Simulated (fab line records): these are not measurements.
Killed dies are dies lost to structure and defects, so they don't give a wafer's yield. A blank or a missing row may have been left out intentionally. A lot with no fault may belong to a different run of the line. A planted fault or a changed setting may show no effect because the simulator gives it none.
Split-lot trial -- flow n5Finfet -- 7 lots, 21 wafers read, on a route of 1938 steps

## THE SPLIT ITSELF
At N5_BEOL_M7_COAT_71 (time 60 s, resist thk 5 nm), the setting spinRpm was moved away from the recipe's 1500 rpm on 8 of the 21 wafers read, by -10.5% to +9.7%. The other wafers ran this setting at the recipe's value.

## FROM THE SPLIT TO THE READING: what the file shows between them, 3 steps
- N5_BEOL_M7_COAT_22: resist thk 30 nm
- N5_BEOL_M7_EBR_24
- N5_BEOL_M7_DESCUM_33: chemistry O2, time 7 s

## THE READING
etch.depthNm (the simulator's own value, which no gauge read), in nm, at N5_BEOL_M7_ETCH_72 (etches underlayer in N2/H2, target depth 6.5 nm, time 5.2 s). There is no usual value for it anywhere in the file. The 13 wafers here that ran the recipe average 5.000 nm, standard deviation 0.012 nm.

wafer,"tool, chamber at the split","spinRpm as run, rpm",against the recipe,"etch.depthNm, nm",against lot-mates on the recipe
L075.3,"lithoTrack-02, 0",1500,recipe,5.015,-
L075.4,"lithoTrack-02, 0",1500,recipe,5.022,-
L075.6,"lithoTrack-02, 0",1500,recipe,5.006,-
L076.3,"lithoTrack-02, 0",1500,recipe,4.994,-
L076.5,"lithoTrack-02, 0",1500,recipe,5.015,-
L076.6,"lithoTrack-02, 0",1458,-2.8%,5.076,+0.071
L077.1,"lithoTrack-01, 0",1342,-10.5%,5.282,+0.282
L077.2,"lithoTrack-01, 0",1342,-10.5%,5.291,+0.291
L077.3,"lithoTrack-01, 0",1500,recipe,5,-
L080.2,"lithoTrack-02, 0",1579,+5.3%,4.872,-0.125
L080.3,"lithoTrack-02, 0",1500,recipe,4.997,-
L080.5,"lithoTrack-02, 0",1579,+5.3%,4.882,-0.115
L081.3,"lithoTrack-01, 0",1500,recipe,4.982,-
L081.5,"lithoTrack-01, 0",1500,recipe,4.989,-
L081.6,"lithoTrack-01, 0",1500,recipe,5.011,-
L083.1,"lithoTrack-05, 0",1500,recipe,4.993,-
L083.3,"lithoTrack-05, 0",1500,recipe,4.997,-
L083.4,"lithoTrack-05, 0",1645,+9.7%,4.785,-0.210
L093.1,"lithoTrack-02, 0",1576,+5.1%,4.878,-0.106
L093.5,"lithoTrack-02, 0",1576,+5.1%,4.878,-0.106
L093.4,"lithoTrack-02, 0",1500,recipe,4.984,-

THE FIT
A straight line over all 21 wafers: etch.depthNm changes by -0.0253 nm for each +1% of spinRpm; r = -0.99; the points scatter about the line by 0.013 nm.
The same after taking each lot's own level away (the mean of its wafers on the recipe; 21 wafers): -0.0248 nm for each +1%; r = -0.99; scatter 0.013 nm.
Per that fit: largest spinRpm move, reading shift of 0.26 nm.
From 4.9840 to 5.0143 nm: that is the span of the lots' own levels, equal to 2.5 times the standard deviation above.
The two slopes are in agreement: the lot-to-lot level therefore moves the slope only a little.
Check: +0.261 nm against its lot-mates is what the line predicts for one of the wafers moved furthest among these (-10.5%) when that wafer is left out of the fit. It came out at +0.282 nm against them.

## FILE'S OWN FIT
etch.depthNm changes by -0.0241 nm for each +1% of spinRpm, r = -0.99.
